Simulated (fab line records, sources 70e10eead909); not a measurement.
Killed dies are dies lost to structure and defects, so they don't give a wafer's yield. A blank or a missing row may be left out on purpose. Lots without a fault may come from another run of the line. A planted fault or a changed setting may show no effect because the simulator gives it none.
fab line records | flow nand_harc
record lots=6 wafers=18 last_day=31
route steps=1302 shown A_STAIRCASE@778 END@1302
lots that met no fault: from a run of the same line without faults
start_h: hours from the record's first day to the start of the lot's first wafer shown | wait_h: hours since the lot's step before | " the same as in the row above | L1.1+2: a row that stands for several wafers | - no value, or no start given | * or withheld: withheld | < > ~ a bound
route shown NAME@n: a module of which the file shows steps, and the number in the route of the first | usual: mean/standard deviation of fault-free wafers | same: alike in all rows | chamber/n: place in a boat | sites: the reading at each site | _std_site: their standard deviation | _edge_site: outer sites' mean less inner sites' | radius_mm: how far each site lies from the wafer's centre | mask NAME#n: copy n | behind: the tool/chamber that last shaped the wafer | hold: why the lot was held/for how many hours/how that ended | device: the transistor (n, p or np) that didn't switch | end of line: the same wafers' tests at the end of the route | a step without rows: its recipe alone | killed: dies lost to structure and defects at the first sort, not the wafer's yield | map: a wafer's dies, x killed, . not, _ none there
set.NAME: the setting as run; set.NAME@STEP: as run at that earlier step | model.NAME: the simulator's own value behind a step, which no gauge read
lots at some steps of the route; a table a step, a row a wafer
services: from which hour (start_h, from the record's first day; less than 0 if before it) a tool's chamber was out of use, for how many hours, and why
## steps
# step NHARC_A_STAIRCASE_EBR_264
# step NHARC_A_STAIRCASE_EXPOSE_265
# recipe na=0.5 dose_mj=25.01 mask_id=CHOP_200
# step NHARC_A_STAIRCASE_PEB_266
# recipe peb_temp_c=115 peb_time_s=130
# step NHARC_A_STAIRCASE_DEVELOP_267
# recipe time_s=140
# step NHARC_A_STAIRCASE_HARDBAKE_269
# recipe temp_c=120 time_s=140
# step NHARC_A_STAIRCASE_DESCUM_270
# recipe time_s=3 o2_flow_sccm=200 ar_flow_sccm=0 bias_power_w=0 chemistry=O2
# usual drypump_motor_current_A=5.7/0.39 mfc_ar_sccm=0.005/0.0076 oes_product_au=1.004/0.011 rf_vpp_V=57.8/0.92 showerhead_plenum_p_Torr=1.92/0.071 throttle_valve_pct=11.311/0.0084
# columns lot.wafer tool chamber start_h wait_h drypump_motor_current_A mfc_ar_sccm oes_product_au rf_hours_counter_h rf_vpp_V showerhead_plenum_p_Torr throttle_valve_pct
L490.3 rie_diel-11 0 383.38 - 6.6 0 1.010 36 58.8 1.93 11.322
L490.4 " 0 " " 6.6 0 1.013 - 57.4 1.93 11.307
L490.6 " 2 " " 5.4 0 1.014 - 57.6 1.97 11.313
L488.2 rie_diel-08 3 386.86 - 5.8 0 1.003 2 57.8 1.89 11.294
L488.1 " 0 " " 5.4 0.009 1.007 2 56.9 1.94 11.322
L488.6 " 2 " " 5.6 0 0.984 - 56.8 1.88 11.308
L496.3 rie_diel-08 1 461.07 - 5.6 0.018 1.001 24 58.0 1.98 11.315
L496.4 " 2 " " 5.6 0 1.001 23 58.8 1.87 11.302
L496.2 " 0 " " 5.4 0.009 1.017 20 58.9 1.94 11.315
L497.2 rie_diel-01 3 474.54 - 5.7 0 0.986 28 55.3 1.84 11.304
L497.6 " 1 " " 5.9 0 1.020 - 59.2 1.93 11.300
L497.5 " 2 " " 6.2 0 1.012 - 57.3 1.78 11.310
L506.2 rie_diel-08 0 540.43 - 5.4 0.009 0.991 52 58.4 1.93 11.311
L506.1 " 2 " " 5.6 0 0.998 58 57.6 1.86 11.304
L506.5 " 0 " " 5.4 0.009 1.004 - 59.0 1.93 11.317
L507.3 rie_diel-08 2 560.44 - 5.6 0 1.030 0 56.4 1.86 11.292
L507.1 " 3 " " 5.9 0 1.003 0 59.1 1.87 11.303
L507.6 " 2 " " 5.6 0 1.019 - 58.1 1.86 11.314
# step NHARC_A_STAIRCASE_ETCH_271
# recipe cf4_flow_sccm=100 chf3_flow_sccm=30 ar_flow_sccm=0 rf_w=500 bias_w=200 chemistry=CF4/CHF3
# step NHARC_A_STAIRCASE_HM_OPEN_457
# recipe o2_flow_sccm=400 cos_flow_sccm=20 ar_flow_sccm=0 rf_w=500 bias_w=300 chemistry=O2/COS
# step NHARC_A_STAIRCASE_STRIP_458
# recipe o2_flow_sccm=400 cos_flow_sccm=20 ar_flow_sccm=0 bias_w=0 chemistry=O2/COS
# step NHARC_A_STAIRCASE_ETCH_451
# recipe target_depth_a=300 overetch_a=30 time_s=16.5 ion_energy_ev=100 cf4_flow_sccm=80 o2_flow_sccm=20 ar_flow_sccm=0 rf_w=300 bias_w=100 chemistry=CF4/O2
# step NHARC_A_STAIRCASE_ETCH_273
# recipe target_depth_a=1.02e+05 time_s=2468.6 ion_energy_ev=800 c4f8_flow_sccm=80 o2_flow_sccm=60 ar_flow_sccm=withheld rf_w=600 bias_w=3000 chemistry=C4F8/O2/Ar
# step NHARC_A_STAIRCASE_STRIP_274
# recipe o2_flow_sccm=500 ar_flow_sccm=0 bias_w=0 chemistry=O2
# usual drypump_motor_current_A=5.7/0.4 mfc_ar_sccm=0.006/0.0076 oes_product_au=1.004/0.0098 rf_vpp_V=57.8/0.9 showerhead_plenum_p_Torr=3.54/0.12 throttle_valve_pct=17.036/0.0089
# columns lot.wafer tool chamber start_h wait_h drypump_motor_current_A mfc_ar_sccm oes_product_au rf_hours_counter_h rf_vpp_V showerhead_plenum_p_Torr throttle_valve_pct
L490.3 rie_diel-11 3 386.90 - 5.2 0.016 1.023 43 58.1 3.72 17.039
L490.6 " 0 " " 6.6 0 0.993 - 58.2 3.56 17.043
L490.4 " 3 " " 5.2 0.016 1.017 - 59.2 3.72 17.050
L488.1 rie_diel-08 1 389.03 - 5.6 0.018 1.004 4 58.7 3.65 17.029
L488.2 " 2 " " 5.6 0 0.981 3 58.5 3.47 17.039
L488.6 " 2 " " 5.6 0 0.990 - 57.1 3.47 17.043
L496.3 rie_diel-08 0 463.43 - 5.4 0.009 1.018 21 59.5 3.57 17.026
L496.4 " 1 " " 5.6 0.018 0.996 25 58.8 3.64 17.034
L496.2 " 2 " " 5.6 0 0.994 25 56.8 3.45 17.039
L497.2 rie_diel-01 2 477.12 - 6.2 0 1.009 27 57.3 3.29 17.037
L497.6 " 2 " " 6.2 0 1.009 - 56.9 3.29 17.063
L497.5 " 0 " " 5.4 0.018 1.000 - 58.2 3.79 17.023
L506.1 rie_diel-08 1 542.79 - 5.6 0.018 1.003 56 56.3 3.62 17.034
L506.2 " 2 " " 5.6 0 0.997 59 56.8 3.43 17.033
L506.5 " 1 " " 5.6 0.018 0.994 - 56.6 3.62 17.042
L507.1 rie_diel-08 2 562.61 - 5.6 0 1.018 1 57.7 3.43 17.028
L507.3 " 3 " " 5.9 0 1.007 1 58.6 3.45 17.041
L507.6 " 3 " " 5.9 0 1.000 - 57.4 3.45 17.026
# step NHARC_A_STAIRCASE_STRIP_275
# recipe time_s=900 temp_c=130 chemistry=SPM
# step NHARC_A_STAIRCASE_PRECLEAN_276
# recipe time_s=* temp_c=50 bath_age_min=0 chemistry=SC1
# step NHARC_A_STAIRCASE_SRD_277
# step NHARC_A_STAIRCASE_HM_DEP_459
# recipe target_thk_a=15000 temp_c=400 material=aC
# step NHARC_A_STAIRCASE_DEP_280
# recipe target_thk_a=300 target_thk_nm=30 temp_c=400 pressure_torr=3.5 flow_sccm=200 rf_w=350 material=SiON
# step NHARC_A_STAIRCASE_DEHYDRATE_281
# recipe temp_c=150 time_s=120
# step NHARC_A_STAIRCASE_HMDS_282
# recipe time_s=30
# step NHARC_A_STAIRCASE_COAT_283
# recipe spin_rpm=1200
# step NHARC_A_STAIRCASE_SOFTBAKE_284
# recipe temp_c=135 time_s=170
# step NHARC_A_STAIRCASE_EBR_285
# step NHARC_A_STAIRCASE_EXPOSE_286
# recipe na=0.5 dose_mj=25.01 mask_id=CHOP_100
# step NHARC_A_STAIRCASE_PEB_287
# recipe peb_temp_c=115 peb_time_s=130
# step NHARC_A_STAIRCASE_DEVELOP_288
# recipe time_s=140
# step NHARC_A_STAIRCASE_HARDBAKE_290
# recipe temp_c=120 time_s=140
# step NHARC_A_STAIRCASE_DESCUM_291
# recipe time_s=3 o2_flow_sccm=200 ar_flow_sccm=0 bias_power_w=0 chemistry=O2
# step NHARC_A_STAIRCASE_ETCH_292
# recipe cf4_flow_sccm=100 chf3_flow_sccm=30 ar_flow_sccm=0 rf_w=500 bias_w=200 chemistry=CF4/CHF3
# step NHARC_A_STAIRCASE_HM_OPEN_460
# recipe o2_flow_sccm=400 cos_flow_sccm=20 ar_flow_sccm=0 rf_w=500 bias_w=300 chemistry=O2/COS
# step NHARC_A_STAIRCASE_STRIP_461
# recipe o2_flow_sccm=400 cos_flow_sccm=20 ar_flow_sccm=0 bias_w=0 chemistry=O2/COS
# step NHARC_A_STAIRCASE_ETCH_452
# recipe target_depth_a=300 overetch_a=30 time_s=16.5 ion_energy_ev=100 cf4_flow_sccm=80 o2_flow_sccm=20 ar_flow_sccm=0 rf_w=300 bias_w=100 chemistry=CF4/O2
# usual drypump_motor_current_A=5.7/0.48 mfc_ar_sccm=0.004/0.0072 oes_product_au=1.004/0.0099 rf_vpp_V=197.9/1.3 showerhead_plenum_p_Torr=1.35/0.052 throttle_valve_pct=13.398/0.0094
# columns lot.wafer tool chamber start_h wait_h drypump_motor_current_A mfc_ar_sccm oes_product_au rf_hours_counter_h rf_vpp_V showerhead_plenum_p_Torr throttle_valve_pct
L490.4 rie_diel-01 0 - - 5.4 0.018 0.993 1 199.2 1.45 13.388
L490.3 " 2 " " 6.2 0 1.019 1 197.3 1.25 13.378
L490.6 " 3 " " 5.7 0 0.986 - 196.9 1.29 13.402
L488.2 rie_diel-11 0 - - 6.7 0 1.001 42 198.9 1.35 13.374
L488.1 " 1 " " 5.1 0 1.007 39 196.1 1.32 13.403
L488.6 " 3 " " 5.2 0.016 1.025 - 199.0 1.41 13.373
L496.3 rie_diel-11 1 - - 5.1 0 1.006 8 197.5 1.32 13.394
L496.2 " 2 " " 5.4 0 1.022 10 197.2 1.37 13.397
L496.4 " 3 " " 5.2 0.016 1.003 12 198.1 1.40 13.410
L497.2 rie_diel-08 0 - - 5.4 0.009 1.019 28 198.2 1.35 13.407
L497.6 " 3 " " 5.8 0 1.007 - 196.2 1.31 13.418
L497.5 " 0 " " 5.4 0.009 1.003 - 198.5 1.35 13.401
L506.2 rie_diel-08 3 - - 5.8 0 1.003 60 196.1 1.31 13.401
L506.1 " 0 " " 5.3 0.009 1.009 55 198.1 1.34 13.403
L506.5 " 0 " " 5.3 0.009 1.003 - 198.2 1.34 13.390
L507.3 rie_diel-11 1 - - 5.1 0 0.996 37 197.8 1.31 13.407
L507.1 " 0 " " 6.6 0 1.011 40 198.0 1.34 13.406
L507.6 " 2 " " 5.4 0 1.011 - 197.6 1.36 13.410
# step NHARC_A_STAIRCASE_ETCH_294
# recipe target_depth_a=49890 time_s=1211.6 ion_energy_ev=800 c4f8_flow_sccm=80 o2_flow_sccm=60 ar_flow_sccm=withheld rf_w=600 bias_w=3000 chemistry=C4F8/O2/Ar
# usual oes_product_au=0.937/0.011 rf_vpp_V=1829/9.6
# columns lot.wafer tool chamber start_h wait_h oes_product_au rf_hours_counter_h rf_vpp_V
L490.4 rie_diel-01 3 - - 0.918 1 1819
L490.3 " 2 " " 0.954 1 1810
L490.6 " 0 " " 0.936 - 1848
L488.2 rie_diel-11 0 - - 0.926 42 1829
L488.1 " 1 " " 0.934 39 1825
L488.6 " 1 " " 0.926 - 1824
L496.3 rie_diel-11 2 - - 0.944 11 1833
L496.4 " 3 " " 0.936 12 1840
L496.2 " 0 " " 0.937 10 1827
L497.2 rie_diel-08 3 - - 0.947 35 1824
L497.6 " 0 " " 0.927 - 1829
L497.5 " 3 " " 0.953 - 1822
L506.1 rie_diel-08 1 - - 0.950 57 1833
L506.2 " 2 " " 0.930 61 1821
L506.5 " 1 " " 0.945 - 1833
L507.3 rie_diel-11 1 - - 0.928 37 1822
L507.1 " 2 " " 0.953 35 1833
L507.6 " 0 " " 0.942 - 1828
# step NHARC_A_STAIRCASE_STRIP_295
# recipe o2_flow_sccm=500 ar_flow_sccm=0 bias_w=0 chemistry=O2
# usual drypump_motor_current_A=5.7/0.48 mfc_ar_sccm=0.005/0.0073 oes_product_au=1.004/0.0095 rf_vpp_V=57.9/0.86 showerhead_plenum_p_Torr=3.56/0.13 throttle_valve_pct=17.036/0.01
# columns lot.wafer tool chamber start_h wait_h drypump_motor_current_A mfc_ar_sccm oes_product_au rf_hours_counter_h rf_vpp_V showerhead_plenum_p_Torr throttle_valve_pct
L490.3 rie_diel-01 0 - - 5.4 0.018 0.985 2 58.0 3.81 17.041
L490.4 " 3 " " 5.7 0 0.972 2 58.9 3.42 17.041
L490.6 " 1 " " 5.9 0 0.992 - 57.6 3.58 17.034
L488.2 rie_diel-11 0 - - 6.6 0 1.004 42 58.7 3.56 17.040
L488.1 " 1 " " 5.1 0 1.007 39 56.8 3.50 17.026
L488.6 " 3 " " 5.2 0.016 1.015 - 57.3 3.72 17.042
L496.2 rie_diel-11 3 - - 5.2 0.016 0.999 12 58.0 3.70 17.033
L496.3 " 1 " " 5.1 0 1.004 9 58.1 3.49 17.044
L496.4 " 2 " " 5.4 0 1.022 11 57.4 3.61 17.050
L497.2 rie_diel-08 0 - - 5.4 0.009 1.012 29 59.2 3.57 17.044
L497.6 " 3 " " 5.9 0 1.022 - 57.3 3.47 17.033
L497.5 " 2 " " 5.6 0 0.998 - 57.8 3.45 17.041
L506.2 rie_diel-08 3 - - 5.9 0 1.000 60 57.0 3.45 17.037
L506.1 " 0 " " 5.4 0.009 0.996 55 57.0 3.55 17.029
L506.5 " 2 " " 5.6 0 0.989 - 58.7 3.43 17.030
L507.3 rie_diel-11 0 - - 6.7 0 1.010 40 58.1 3.53 17.019
L507.1 " 1 " " 5.1 0 0.997 37 58.4 3.47 17.030
L507.6 " 3 " " 5.2 0.016 1.008 - 58.1 3.69 17.047
# step NHARC_A_STAIRCASE_STRIP_296
# recipe time_s=900 temp_c=130 chemistry=SPM
# step NHARC_A_STAIRCASE_PRECLEAN_297
# recipe time_s=* temp_c=50 bath_age_min=0 chemistry=SC1
# step NHARC_A_STAIRCASE_SRD_298
# step NHARC_A_STAIRCASE_HM_DEP_462
# recipe target_thk_a=8000 temp_c=400 material=aC
# step NHARC_A_STAIRCASE_DEP_301
# recipe target_thk_a=300 target_thk_nm=30 temp_c=400 pressure_torr=3.5 flow_sccm=200 rf_w=350 material=SiON
# usual heater_power_w=734/110
# columns lot.wafer tool chamber start_h wait_h heater_power_w
L490.3 pecvd-01 1 402.50 0.9 785
L490.4 " 2 " " 717
L490.6 " 0 " " 781
L488.1 pecvd-04 2 404.37 1.6 534
L488.2 " 1 " " 873
L488.6 " 2 " " 534
L496.2 pecvd-01 1 473.57 1.3 854
L496.3 " 2 " " 622
L496.4 " 1 " " 843
L497.2 pecvd-04 0 485.11 1.3 892
L497.6 " 2 " " 580
L497.5 " 0 " " 888
L506.1 pecvd-01 2 550.78 1.5 605
L506.2 " 0 " " 776
L506.5 " 1 " " 852
L507.3 pecvd-04 1 570.46 1.0 911
L507.1 " 2 " " 575
L507.6 " 1 " " 919
# step NHARC_END_SORT_01
# recipe temp_c=25
# usual killed_at_array=41/10 killed_at_other=0.8/0.91 killed_at_periphery=4.2/2.9 killed_dies=46/10 killed_open=3.5/2.1 killed_short=2.5/1.6
# same gross_dies=677
# columns lot.wafer tool chamber start_h wait_h killed_at_array killed_at_other killed_at_periphery killed_dies killed_open killed_short
L488.1 prober-01 0 585.73 2.5 34 1 4 39 10 3
L488.2 prober-01 0 586.53 2.8 34 0 4 38 2 2
L488.6 prober-01 0 589.76 4.0 28 0 2 30 3 0
L490.3 prober-02 0 587.21 3.1 40 1 4 45 2 4
L490.4 prober-02 0 588.00 3.4 41 1 2 44 4 1
L490.6 prober-02 0 589.58 3.9 48 0 2 50 2 1
L496.2 prober-01 0 649.70 2.8 37 1 4 42 3 1
L496.3 prober-01 0 650.49 3.1 36 1 1 38 5 1
L496.4 prober-01 0 651.29 3.4 40 0 3 43 8 5
L497.2 prober-02 0 657.64 2.8 49 1 3 53 2 1
L497.5 prober-02 0 660.02 3.7 52 3 9 64 6 2
L497.6 prober-02 0 660.82 4.0 67 1 5 73 4 4
L506.1 prober-01 0 728.36 2.5 44 0 5 49 3 7
L506.2 prober-01 0 729.16 2.8 108 0 5 113 4 5
L506.5 prober-01 0 731.56 3.7 52 0 3 55 6 3
L507.1 prober-01 0 739.58 2.5 84 3 1 88 1 1
L507.3 prober-01 0 741.18 3.1 50 0 1 51 3 2
L507.6 prober-01 0 743.58 4.0 52 2 2 56 4 3
# killed by level:class
L488.1 A_CHANNEL_HOLE_D2:chamber_film_flake=13 A_CHANNEL_HOLE_D1:chamber_film_flake=4 P_CONTACT:geometric_particle:open=3 A_CONTACT:chamber_film_flake=3 A_ONON_D1:geometric_particle:open=2 A_M0:geometric_particle:open=2 A_STAIRCASE:chamber_film_flake=2 A_WL_FILL:chamber_film_flake=2
L488.2 A_CHANNEL_HOLE_D2:chamber_film_flake=14 A_CHANNEL_HOLE_D1:chamber_film_flake=11 A_STAIRCASE:chamber_film_flake=3 A_CONTACT:chamber_film_flake=3 A_WL_FILL:chamber_film_flake=2 P_CONTACT:geometric_particle:short=1 P_CONTACT:geometric_particle:open=1 P_M0:geometric_particle:short=1
L490.3 A_CHANNEL_HOLE_D1:chamber_film_flake=20 A_SLIT:chamber_film_flake=10 A_CONTACT:chamber_film_flake=2 P_CONTACT:geometric_particle:short=1 A_CHANNEL_FILL_D1:geometric_particle:short=1 A_DECK1_JOINT:geometric_particle:short=1 A_ONON_D2:geometric_particle:short=1 A_WL_FILL:geometric_particle:open=1
L490.4 A_CHANNEL_HOLE_D1:chamber_film_flake=15 A_SLIT:chamber_film_flake=13 A_CHANNEL_HOLE_D2:chamber_film_flake=5 P_CONTACT:geometric_particle:open=2 A_STAIRCASE:chamber_film_flake=2 A_CONTACT:chamber_film_flake=2 A_M0:geometric_particle:open=1 A_M1:geometric_particle:open=1
L490.6 A_CHANNEL_HOLE_D1:chamber_film_flake=16 A_SLIT:chamber_film_flake=14 A_CONTACT:chamber_film_flake=7 A_CHANNEL_HOLE_D2:chamber_film_flake=4 A_STAIRCASE:chamber_film_flake=3 P_GATE:chamber_film_flake=2 A_ONON_D1:geometric_particle:open=1 A_ONON_D2:geometric_particle:short=1
L488.6 A_CHANNEL_HOLE_D1:chamber_film_flake=13 A_CHANNEL_HOLE_D2:chamber_film_flake=7 A_CONTACT:chamber_film_flake=3 P_GATE:chamber_film_flake=2 A_STAIRCASE:chamber_film_flake=2 A_CHANNEL_FILL_D2:geometric_particle:open=1 A_STAIRCASE:geometric_particle:open=1 A_BLC:geometric_particle:open=1
L496.2 A_SLIT:chamber_film_flake=10 A_CONTACT:chamber_film_flake=7 A_CHANNEL_HOLE_D2:chamber_film_flake=6 A_CHANNEL_HOLE_D1:chamber_film_flake=4 P_GATE:chamber_film_flake=3 A_CHANNEL_FILL_D1:chamber_film_flake=3 A_BLC:chamber_film_flake=2 P_M0:geometric_particle:open=1
L496.3 A_SLIT:chamber_film_flake=11 A_WL_FILL:chamber_film_flake=4 A_CONTACT:chamber_film_flake=4 A_CHANNEL_HOLE_D1:chamber_film_flake=3 A_CHANNEL_HOLE_D2:chamber_film_flake=3 A_CHANNEL_FILL_D1:chamber_film_flake=2 A_DECK1_JOINT:chamber_film_flake=2 P_M0:geometric_particle:open=1
L496.4 A_SLIT:chamber_film_flake=12 A_CONTACT:chamber_film_flake=4 A_CHANNEL_HOLE_D1:chamber_film_flake=3 A_DECK1_JOINT:chamber_film_flake=3 A_WL_FILL:chamber_film_flake=3 A_CHANNEL_FILL_D1:geometric_particle:short=2 A_CHANNEL_HOLE_D2:chamber_film_flake=2 P_CONTACT:geometric_particle:open=1
L497.2 A_CHANNEL_HOLE_D1:chamber_film_flake=20 A_SLIT:chamber_film_flake=11 A_CHANNEL_HOLE_D2:chamber_film_flake=8 A_CONTACT:chamber_film_flake=7 P_STI:chamber_film_flake=2 A_ONON_D2:geometric_particle:short=1 A_WL_FILL:geometric_particle:open=1 A_M0:geometric_particle:open=1
L497.5 A_SLIT:chamber_film_flake=15 A_CHANNEL_HOLE_D1:chamber_film_flake=13 A_CHANNEL_HOLE_D2:chamber_film_flake=10 A_CONTACT:chamber_film_flake=5 P_M0:geometric_particle:open=4 A_CHANNEL_FILL_D1:chamber_film_flake=3 THIN_TSV:chamber_film_flake=3 P_STI:chamber_film_flake=2
L497.6 A_CHANNEL_HOLE_D1:chamber_film_flake=22 A_SLIT:chamber_film_flake=19 A_CHANNEL_HOLE_D2:chamber_film_flake=7 A_CHANNEL_FILL_D1:chamber_film_flake=5 A_CONTACT:chamber_film_flake=5 P_STI:chamber_film_flake=3 A_M1:geometric_particle:open=2 P_M0:geometric_particle:short=1
L506.1 A_CHANNEL_HOLE_D1:chamber_film_flake=14 A_SLIT:chamber_film_flake=10 A_CONTACT:chamber_film_flake=5 A_CHANNEL_FILL_D2:geometric_particle:short=3 P_ZERO_WELL:chamber_film_flake=3 A_CHANNEL_HOLE_D2:chamber_film_flake=3 P_M2:chamber_film_flake=2 A_SOURCE_PLATE:geometric_particle:short=1
L506.2 A_STAIRCASE:unspecified=50 A_CHANNEL_HOLE_D1:chamber_film_flake=19 A_SLIT:chamber_film_flake=12 A_CHANNEL_HOLE_D2:chamber_film_flake=7 A_CONTACT:chamber_film_flake=5 A_STAIRCASE:chamber_film_flake=4 A_DECK1_JOINT:geometric_particle:short=2 A_ONON_D2:geometric_particle:open=2
L506.5 A_CHANNEL_HOLE_D1:chamber_film_flake=15 A_SLIT:chamber_film_flake=15 A_CHANNEL_HOLE_D2:chamber_film_flake=4 A_CONTACT:chamber_film_flake=4 A_CHANNEL_FILL_D2:geometric_particle:open=2 A_M1:geometric_particle:open=2 P_ZERO_WELL:chamber_film_flake=2 A_ONON_D1:geometric_particle:short=1
L507.1 A_STAIRCASE:unspecified=48 A_SLIT:chamber_film_flake=16 A_CHANNEL_HOLE_D2:chamber_film_flake=8 A_CHANNEL_HOLE_D1:chamber_film_flake=3 A_STAIRCASE:chamber_film_flake=3 THIN_TSV:chamber_film_flake=3 A_M1:chamber_film_flake=2 A_CHANNEL_FILL_D2:geometric_particle:open=1
L507.3 A_SLIT:chamber_film_flake=13 A_STAIRCASE:chamber_film_flake=8 A_CHANNEL_HOLE_D1:chamber_film_flake=7 A_CHANNEL_HOLE_D2:chamber_film_flake=7 A_M1:chamber_film_flake=4 A_CONTACT:chamber_film_flake=3 A_ONON_D1:geometric_particle:short=1 A_ONON_D1:geometric_particle:open=1
L507.6 A_CHANNEL_HOLE_D2:chamber_film_flake=14 A_SLIT:chamber_film_flake=13 A_STAIRCASE:chamber_film_flake=6 A_M1:chamber_film_flake=6 A_CHANNEL_FILL_D2:chamber_film_flake=3 A_CONTACT:chamber_film_flake=3 A_CHANNEL_FILL_D1:geometric_particle:short=2 P_STI:geometric_particle:short=1
# map L506.2 (x killed, . not)
____________x____________
_________xxxxxxx_________
_______..xxxxxx.x._______
______....x.xxx....______
_____........x......_____
____............x...x____
____.................____
___...................___
___.........x.........___
__.....................__
__.....................__
_xxx.x..x..............._
_xxxx.................xx_
_xxx...................._
_xxx...........x........_
_xxxx.....x.....x......._
xxxxx.........xx.........
xxxxx....................
xxxxxxx.......x..........
xxxxxx...........x.......
xxxxx..............x.....
_x.xx..................._
_.x....................x_
_x......................_
_...x..................._
_......................._
__...............x.....__
__.x...................__
___.x.................___
___...................___
____.................____
____.................____
_____.x...xxx..x...._____
______...xxxx.xxx..______
_______...xxxxx..._______
_________xxxxx.._________
____________x____________
# map L507.1 (x killed, . not)
____________x____________
_________.xxxxx._________
_______...xxxxx..x_______
______...x.x.x.....______
_____........x......_____
____.......x.........____
____.................____
___..x................___
___...................___
__.....................__
__x.x.....x............__
_x.xx..................._
_xxxxx....x............._
_xxxx..................._
_xxxxx.................._
_xxx.....x.............._
xxxxx....................
xxxxxx................x..
xxxxx..x.................
xxxx..x..................
xxxxx....................
_xx............x........_
_xx....................._
_.x....................._
_xxx...................._
_xx....................._
__x.................x..__
__x....................__
___...................___
___x........x.........___
____.................____
____......x..........____
_____..............._____
______.............______
_______..........._______
_________......._________
____________.____________
## services
# columns tool chamber start_h hours kind
rie_diel-08 - 371.91 9.0 pm
rie_diel-11 2 374.60 5.1 repair
rie_diel-11 0 376.23 4.5 repair
pecvd-01 2 380.34 5.8 repair
rie_diel-01 - 380.84 9.0 pm
rie_diel-11 1 382.95 10.2 repair
pecvd-04 0 396.76 18.1 repair
rie_diel-08 0 405.01 15.9 repair
rie_diel-01 2 406.95 6.4 repair
rie_diel-01 2 418.99 8.1 repair
rie_diel-08 0 432.64 2.7 repair
rie_diel-11 - 435.98 9.0 pm
pecvd-04 - 450.12 13.0 pm
rie_diel-01 3 461.79 1.3 repair
rie_diel-01 3 474.99 5.7 repair
rie_diel-08 1 481.25 4.0 repair
rie_diel-11 3 486.50 8.3 repair
pecvd-01 - 492.22 13.0 pm
rie_diel-08 - 498.61 5.7 repair
pecvd-04 - 511.54 0.3 repair
pecvd-01 0 531.17 15.8 repair
rie_diel-08 - 548.91 9.0 pm
rie_diel-01 - 557.90 9.0 pm
rie_diel-11 2 559.48 3.5 repair
## key
first_sign step=NHARC_END_SORT_01 reading=killed_dies direction=up sigmas=5.4 usual=46 struck=100
effect step=NHARC_END_SORT_01 reading=killed_at_array direction=up sigmas=5.4 usual=41 struck=96
more_kills_born_at NHARC_A_STAIRCASE_STRIP_274@rie_diel-08=95
met_at NHARC_A_STAIRCASE_STRIP_274
struck_wafers L506.2,L507.1
tester_left_out L506,L507
onset_between 463.43 542.79
fault kind=chamber_particle_source tool=rie_diel-08 chamber=2 onset_h=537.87 steps=NHARC_A_STAIRCASE_STRIP_274 rate_per_visit_cm2=0.53671 end_h=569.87
# tester_left_out: of these lots the tester's yield and bins aren't shown, on N5 and GAA mostly nor the transistor test; their killed dies are dies lost to structure and defects alone, not to doping, threshold or leakage, so they don't give the yield
